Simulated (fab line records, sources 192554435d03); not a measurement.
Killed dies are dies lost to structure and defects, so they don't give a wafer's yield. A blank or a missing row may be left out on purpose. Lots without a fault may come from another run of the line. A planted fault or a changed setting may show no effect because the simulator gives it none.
Which tool did it? | flow n5_finfet | 8 lots, 24 wafers sampled, at 7 steps of a route of 1938

WHAT THE GAUGES READ, wafer by wafer
N5_GATE_CUT_THK_MEAS_24.
lot  | measured     | on            | GC_FILL_THK (nm)
L326 | day 4 15:30  | film_metro-01 | 220.8 219.3 219.6
L333 | day 6 08:28  | film_metro-02 | 218.5 220.0 220.9
L334 | day 6 17:04  | film_metro-01 | 222.9 220.0 224.2
L339 | day 7 22:36  | film_metro-02 | 295.3 295.9 297.5
L341 | day 8 08:38  | film_metro-02 | 289.6 289.3 290.0
L343 | day 8 18:59  | film_metro-02 | 220.0 218.2 222.1
L347 | day 9 21:05  | film_metro-01 | 222.6 221.7 224.0
L348 | day 10 04:22 | film_metro-01 | 217.4 219.2 219.5

N5_BEOL_M4_RC_MEAS_101.
lot  | measured     | on        | DIBL_N (mV/V)  | DIBL_P (mV/V)  | IOFF_N (nA/um)    | IOFF_P (nA/um)    | ION_N (uA/um) | ION_P (uA/um) | SS_N (mV/dec)  | SS_P (mV/dec)  | VT_N (mV)         | VT_P (mV)
L326 | day 9 04:07  | prober-01 | 39.0 36.3 36.8 | 37.5 36.0 35.1 | 0.173 0.139 0.135 | 0.234 0.203 0.192 | 668 675 670   | 458 463 453   | 72.5 70.9 72.2 | 74.6 73.4 73.6 | 250.1 250.3 253.8 | -247.6 -250.4 -255.3
L333 | day 13 01:34 | prober-02 | 36.7 37.7 36.1 | 37.0 37.7 34.9 | 0.177 0.182 0.156 | 0.217 0.223 0.183 | 689 677 670   | 466 459 456   | 71.6 72.3 71.0 | 74.0 73.2 73.2 | 250.4 245.9 249.7 | -248.3 -247.1 -251.6
L334 | day 17 15:38 | prober-02 | 35.6 35.7 36.2 | 35.6 36.2 36.6 | 0.134 0.138 0.144 | 0.184 0.190 0.195 | 670 664 668   | 460 463 461   | 71.4 71.3 71.4 | 73.3 72.7 73.2 | 250.1 251.8 250.7 | -253.3 -253.4 -251.7
L339 | day 15 10:38 | prober-01 | 36.8 34.9 37.2 | 37.0 35.0 37.4 | 0.144 0.116 0.153 | 0.238 0.204 0.250 | 663 650 665   | 460 455 460   | 72.3 71.6 72.1 | 73.7 72.6 73.7 | 251.8 257.1 251.9 | -247.6 -250.4 -248.8
L341 | day 17 07:19 | prober-01 | 35.9 34.9 35.3 | 36.9 36.0 36.3 | 0.156 0.146 0.161 | 0.221 0.203 0.217 | 670 679 665   | 460 467 463   | 70.8 71.2 71.5 | 73.5 73.0 72.8 | 250.6 247.6 248.6 | -248.0 -249.4 -246.2
L343 | day 16 16:17 | prober-01 | 36.3 36.7 35.7 | 36.6 36.6 35.8 | 0.168 0.178 0.158 | 0.226 0.231 0.221 | 687 688 690   | 470 471 471   | 71.9 71.6 71.9 | 73.7 74.1 73.8 | 247.1 243.7 247.6 | -248.9 -246.9 -246.9
L347 | day 16 08:40 | prober-01 | 34.9 34.3 34.9 | 37.6 36.8 36.6 | 0.168 0.150 0.157 | 0.241 0.235 0.232 | 668 673 665   | 470 472 465   | 70.4 71.7 71.8 | 73.3 73.1 72.6 | 247.3 249.5 251.7 | -247.3 -244.4 -248.7
L348 | day 17 17:07 | prober-01 | 35.6 36.3 36.0 | 35.2 34.7 35.2 | 0.158 0.159 0.158 | 0.210 0.200 0.205 | 682 666 675   | 464 459 458   | 72.1 72.0 71.3 | 73.3 73.4 73.0 | 248.2 249.2 249.8 | -248.4 -250.9 -249.2

WHICH TOOL RAN EACH LOT (tool, then ch and the chambers of the sampled wafers, then the start)
lot  | N5_GATE_CUT_STRIP_59              | N5_GATE_CUT_HM_DEP_46          | N5_GATE_CUT_HM_OPEN_40            | N5_GATE_CUT_ETCH_47               | N5_GATE_CUT_VAPOR_ETCH_51
L326 | rie_diel-06 ch 0,1,3, day 4 09:34 | pecvd-02 ch 0,1,2, day 4 12:25 | rie_diel-03 ch 1,2,3, day 4 13:02 | rie_metal-03 ch 0,1, day 4 13:25  | rie_metal-03 ch 0,1, day 4 13:31
L333 | rie_diel-06 ch 0,1,3, day 6 02:08 | pecvd-01 ch 0,2, day 6 05:16   | rie_diel-06 ch 0,2,3, day 6 06:00 | rie_metal-03 ch 0,1, day 6 06:23  | rie_metal-03 ch 0,1, day 6 06:28
L334 | rie_diel-01 ch 1,3, day 6 11:01   | pecvd-02 ch 0,1, day 6 13:52   | rie_diel-01 ch 1,2,3, day 6 14:37 | rie_metal-03 ch 0,1, day 6 14:59  | rie_metal-03 ch 0,1, day 6 15:05
L339 | rie_diel-03 ch 0,1,2, day 7 15:55 | pecvd-02 ch 0,1, day 7 18:46   | rie_diel-06 ch 1,3, day 7 19:26   | rie_metal-02 ch 0, day 7 19:49    | rie_metal-02 ch 0, day 7 19:55
L341 | rie_diel-01 ch 1,2,3, day 8 02:37 | pecvd-02 ch 0,1,2, day 8 05:26 | rie_diel-03 ch 0,2,3, day 8 06:11 | rie_metal-02 ch 0,1, day 8 06:34  | rie_metal-02 ch 0,1, day 8 06:40
L343 | rie_diel-03 ch 1,2,3, day 8 12:56 | pecvd-01 ch 0,1, day 8 15:46   | rie_diel-03 ch 1,2,3, day 8 16:32 | rie_metal-03 ch 0,1, day 8 16:55  | rie_metal-03 ch 0,1, day 8 17:00
L347 | rie_diel-06 ch 0,1,3, day 9 15:10 | pecvd-01 ch 0,1,2, day 9 17:59 | rie_diel-03 ch 0,1, day 9 18:36   | rie_metal-01 ch 0,1, day 9 18:59  | rie_metal-01 ch 0,1, day 9 19:05
L348 | rie_diel-01 ch 0,1,3, day 9 22:21 | pecvd-01 ch 0,2, day 10 01:10  | rie_diel-03 ch 0,3, day 10 01:55  | rie_metal-01 ch 0,1, day 10 02:18 | rie_metal-01 ch 0,1, day 10 02:23
- N5_GATE_CUT_STRIP_59: strips in N2/H2, time 20 s.
- N5_GATE_CUT_HM_DEP_46: deposits SiO2 from TEOS/O2, target thk 130 nm, time 26.6 s.
- N5_GATE_CUT_HM_OPEN_40: chemistry C4F6/O2, target SiO2, target depth 139 nm, time 85.1 s.
- N5_GATE_CUT_ETCH_47: etches SiO2 in Cl2/BCl3, target depth 10 nm.
- N5_GATE_CUT_VAPOR_ETCH_51: etches HfO2 in BCl3/Cl2.

WHAT THE TOOLS THEMSELVES READ (means of the sampled wafers that have a number; where no wafer has one, the mark that the record gives instead)
N5_GATE_CUT_STRIP_59.
lot  | tool        | drypump_motor_current_A (A) | oes_product_au (a.u.) | rf_vpp_V (V) | showerhead_plenum_p_Torr (Torr) | throttle_valve_pct (%)
L326 | rie_diel-06 | 6.2                         | 0.72                  | 45.9         | 3.36                            | 12.32
L333 | rie_diel-06 | 6.2                         | 0.72                  | 44.9         | 3.35                            | 12.36
L334 | rie_diel-01 | 5.9                         | 0.88                  | 45.2         | 3.38                            | 12.13
L339 | rie_diel-03 | 5.7                         | 0.81                  | 45.1         | 3.41                            | 12.15
L341 | rie_diel-01 | 5.8                         | 0.81                  | 44.9         | 3.36                            | 12.30
L343 | rie_diel-03 | 5.8                         | 0.79                  | 45.8         | 3.39                            | 12.10
L347 | rie_diel-06 | 6.2                         | 0.79                  | 45.1         | 3.34                            | 12.21
L348 | rie_diel-01 | 5.7                         | 0.83                  | 45.3         | 3.32                            | 12.22

N5_GATE_CUT_HM_DEP_46.
lot  | tool     | heater_power_w (W) | showerhead_plenum_p_Torr (Torr) | throttle_valve_pct (%)
L326 | pecvd-02 | 504                | 8.334                           | 18.4
L333 | pecvd-01 | 596                | 8.350                           | 17.8
L334 | pecvd-02 | 507                | 8.354                           | 18.6
L339 | pecvd-02 | 608                | 8.360                           | 18.6
L341 | pecvd-02 | 517                | 8.335                           | 18.5
L343 | pecvd-01 | 544                | 8.361                           | 19.2
L347 | pecvd-01 | 514                | 8.362                           | 18.7
L348 | pecvd-01 | 565                | 8.330                           | 19.1

N5_GATE_CUT_HM_OPEN_40.
lot  | tool        | drypump_motor_current_A (A) | etch_rf_on_time_s (s) | oes_ar_750_au (a.u.) | oes_product_au (a.u.) | rf_vpp_V (V) | showerhead_plenum_p_Torr (Torr) | throttle_valve_pct (%)
L326 | rie_diel-03 | 5.8                         | 92.7                  | 0.82                 | 0.74                  | 664          | 2.87                            | 20.76
L333 | rie_diel-06 | 5.9                         | 94.5                  | 0.77                 | 0.70                  | 663          | 2.86                            | 20.83
L334 | rie_diel-01 | 5.8                         | 93.9                  | 0.83                 | 0.76                  | 662          | 2.83                            | 21.00
L339 | rie_diel-06 | 6.1                         | 147.6                 | 0.88                 | 0.88                  | 654          | 2.77                            | 20.94
L341 | rie_diel-03 | 6.0                         | 143.8                 | 0.85                 | 0.85                  | 662          | 2.82                            | 20.94
L343 | rie_diel-03 | 5.8                         | 93.9                  | 0.79                 | 0.71                  | 664          | 2.86                            | 20.79
L347 | rie_diel-03 | 5.5                         | 97.2                  | 0.75                 | 0.68                  | 674          | 2.88                            | 20.87
L348 | rie_diel-03 | 6.1                         | 92.6                  | 0.85                 | 0.76                  | 666          | 2.78                            | 20.98

N5_GATE_CUT_ETCH_47.
lot  | tool         | drypump_motor_current_A (A) | oes_ar_750_au (a.u.) | oes_product_au (a.u.) | throttle_valve_pct (%)
L326 | rie_metal-03 | 5.4                         | 0.79                 | 0.79                  | 22.79
L333 | rie_metal-03 | 5.4                         | 0.78                 | 0.78                  | 22.78
L334 | rie_metal-03 | 5.4                         | 0.78                 | 0.77                  | 22.80
L339 | rie_metal-02 | 6.3                         | 0.79                 | 0.79                  | 22.81
L341 | rie_metal-02 | 5.9                         | 0.68                 | 0.68                  | 22.90
L343 | rie_metal-03 | 5.4                         | 0.72                 | 0.71                  | 22.76
L347 | rie_metal-01 | 5.7                         | 0.67                 | 0.66                  | 22.80
L348 | rie_metal-01 | 5.7                         | 0.66                 | 0.66                  | 22.80

N5_GATE_CUT_VAPOR_ETCH_51.
lot  | tool         | drypump_motor_current_A (A) | oes_product_au (a.u.)
L326 | rie_metal-03 | 5.4                         | 0.79
L333 | rie_metal-03 | 5.4                         | 0.78
L334 | rie_metal-03 | 5.4                         | 0.77
L339 | rie_metal-02 | 6.2                         | 0.79
L341 | rie_metal-02 | 5.9                         | 0.69
L343 | rie_metal-03 | 5.4                         | 0.72
L347 | rie_metal-01 | 5.7                         | 0.66
L348 | rie_metal-01 | 5.7                         | 0.66

THE ANSWER, worked out from the rows above alone
Rule: what is usual is taken from the lots themselves. Put in order of their means at a reading, lots are off if they are a third of the lots or fewer, leave a main group of 4 or more, and stand apart from it by a gap of 3 or more times the standard deviation of the main group's means; of several such gaps the widest counts. A main group whose means are all the same, to the digits that the tables above print for the reading, isn't used. A lot without any number at a reading at which 4 lots or more have one is off too. The other lots that the step has rows for count as sound. The gauges are gone through in route order, then the tools' own readings, and for those a lot's mean is taken as printed above. The first step at which some lot is off is used, and at that step the reading that is off furthest; a lot without a number counts as furthest.
Off: L339, L341, at N5_GATE_CUT_THK_MEAS_24 (GC_FILL_THK). The main group: mean 220.6 nm, standard deviation 1.5.
A tool fits if, at a process step before that reading, it ran every lot that is off, and no sound lot after the first of them. The gauges at N5_GATE_CUT_THK_MEAS_24 aren't tried: what is off there is off at N5_GATE_CUT_HM_OPEN_40 too, on other tools, and a gauge's error can't cause that. Can't be told from this: 2 tools fit, pecvd-02 at N5_GATE_CUT_HM_DEP_46, rie_metal-02 at N5_GATE_CUT_ETCH_47 and N5_GATE_CUT_VAPOR_ETCH_51.

WHAT THE SIMULATOR HAD PUT IN
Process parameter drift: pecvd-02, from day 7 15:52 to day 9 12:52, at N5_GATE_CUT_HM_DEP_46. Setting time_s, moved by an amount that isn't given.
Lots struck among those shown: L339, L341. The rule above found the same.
